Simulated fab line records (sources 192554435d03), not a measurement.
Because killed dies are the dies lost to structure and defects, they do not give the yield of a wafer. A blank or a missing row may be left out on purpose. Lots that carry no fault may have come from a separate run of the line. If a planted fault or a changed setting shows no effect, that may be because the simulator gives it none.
8D (eight disciplines) problem report, filled in by code | flow n5 finfet | the parts of the form that need people (team, actions taken, sign-off) are left out

## 1. THE PROBLEM
Mean M15_ILD_THK at N5_BEOL_M15_THK_MEAS_01: 968 nm over 3 wafers in 2 lots; fault-free wafers: 1638 nm, standard deviation 22. Relative to the usual mean, that is a shift of -30 standard deviations.
Earliest sighting: wafer L690.6 on film metro-02 at day 14 03:44. The record has a number at this step for 28 wafers belonging to 10 lots. By rule, "out" or "out of limits" means more than 4 standard deviations away from the usual mean. The rest of the wafers with a number are treated as sound.

## 2. WHAT IT IS; WHAT IT IS NOT
question                    | is                     | is not
which readings at this step | M15_ILD_THK            | -
which lots                  | L688, L690             | L683, L684, L685, L687, L697, L699, L703, L704
which wafers of those lots  | L688.1, L688.6, L690.6 | L690.5
read on which gauges        | film metro-02          | film metro-01
when                        | from day 14 03:44      | up to then (13 sound wafers); but 12 sound wafers of L697, L699, L703, L704 came after

## 3. THE SUSPECTS, EACH WITH WHAT RULES IT OUT
Counting: any tool at a process step up to the reading remains a suspect provided it ran every lot that is out. Sound lots after the first of them don't rule it out here, since some wafers of a struck lot are sound.
- ruled out: the gauge at N5_BEOL_M15_THK_MEAS_01. All the wafers that are out were read on film metro-02, but those of them that N5_BEOL_M15_ILD_DEP_00 has rows for are out there too, on other tools.
- rie diel-05 at N5_BEOL_M14_ETCH_68 (etches SOC in N2/H2, time 450 s): kept. It ran every lot that is out, first L690 (day 14 00:06).
- rie diel-05 at N5_BEOL_M14_STRIP_37 (strips in O2): kept. Every lot that is out went through it, the first being L690 (day 14 01:42); the last sound lot it ran before that was L687 (day 13 22:58).
- pecvd-02 at N5_BEOL_M15_ILD_DEP_00 (deposits SiO2 from TEOS/O2, target thk 1629.3 nm, time 346.1 s): kept. Every lot that is out went through it, the first being L690 (day 14 03:35); the last sound lot it ran before that was L684 (day 13 08:54). Out on those wafers are its own readings of run length s.
- Within rie diel-05 at N5_BEOL_M14_ETCH_68: the wafers that are out ran in chambers 1, 3; their sound lot-mates ran in chamber 2.
- Within rie diel-05 at N5_BEOL_M14_STRIP_37: the wafers that are out ran in chambers 1, 3; their sound lot-mates ran in chamber 2.
Left after counting: rie diel-05 at N5_BEOL_M14_ETCH_68, rie diel-05 at N5_BEOL_M14_STRIP_37, pecvd-02 at N5_BEOL_M15_ILD_DEP_00.

## 4. THE CAUSE (what the simulator had put in)
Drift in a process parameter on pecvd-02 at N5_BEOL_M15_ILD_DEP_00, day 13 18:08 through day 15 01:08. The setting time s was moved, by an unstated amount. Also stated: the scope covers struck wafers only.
Counting left 3 suspects, and this tool is among them.

## 5. THE EFFECT CHAIN, in route order
Each row: a reading whose mean over the struck wafers that have a number lies more than 3 standard deviations from the usual. Only readings whose record carries a usual standard deviation are examined. hours: median over the lots of the time between each lot's start at the first step of this table that gives one and its start at this step. sigmas: the change, counted in usual standard deviations.
hours | step                    | reading      | usual    | on struck wafers | change | sigmas
0     | N5_BEOL_M15_ILD_DEP_00  | run length s | 389.0 s  | 245.6            | -143.4 | -99 or more
0     | N5_BEOL_M15_THK_MEAS_01 | M15_ILD_THK  | 1638 nm  | 968              | -670   | -30
1     | N5_BEOL_M15_CD_MEAS_17  | cd nm        | 361.6 nm | 355.2            | -6.4   | -3.2
Process steps it contains:
- N5_BEOL_M15_ILD_DEP_00: deposits SiO2 from TEOS/O2, target thk 1629.3 nm, time 346.1 s.

## 6. WHAT WOULD HAVE CAUGHT IT SOONER
In this record the first reading out of limits at a measuring or inspecting step was taken at day 14 03:44, 10 hours after the fault began at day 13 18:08.
The tool's own readings at N5_BEOL_M15_ILD_DEP_00 were out on every struck wafer that the step has a row for (run length s): an alarm limit on them would have fired on the first of those.
Among the 2 lots that are out, L688 began N5_BEOL_M15_ILD_DEP_00 on pecvd-02 after day 14 03:44. Putting the tool on hold at that point would have spared it.
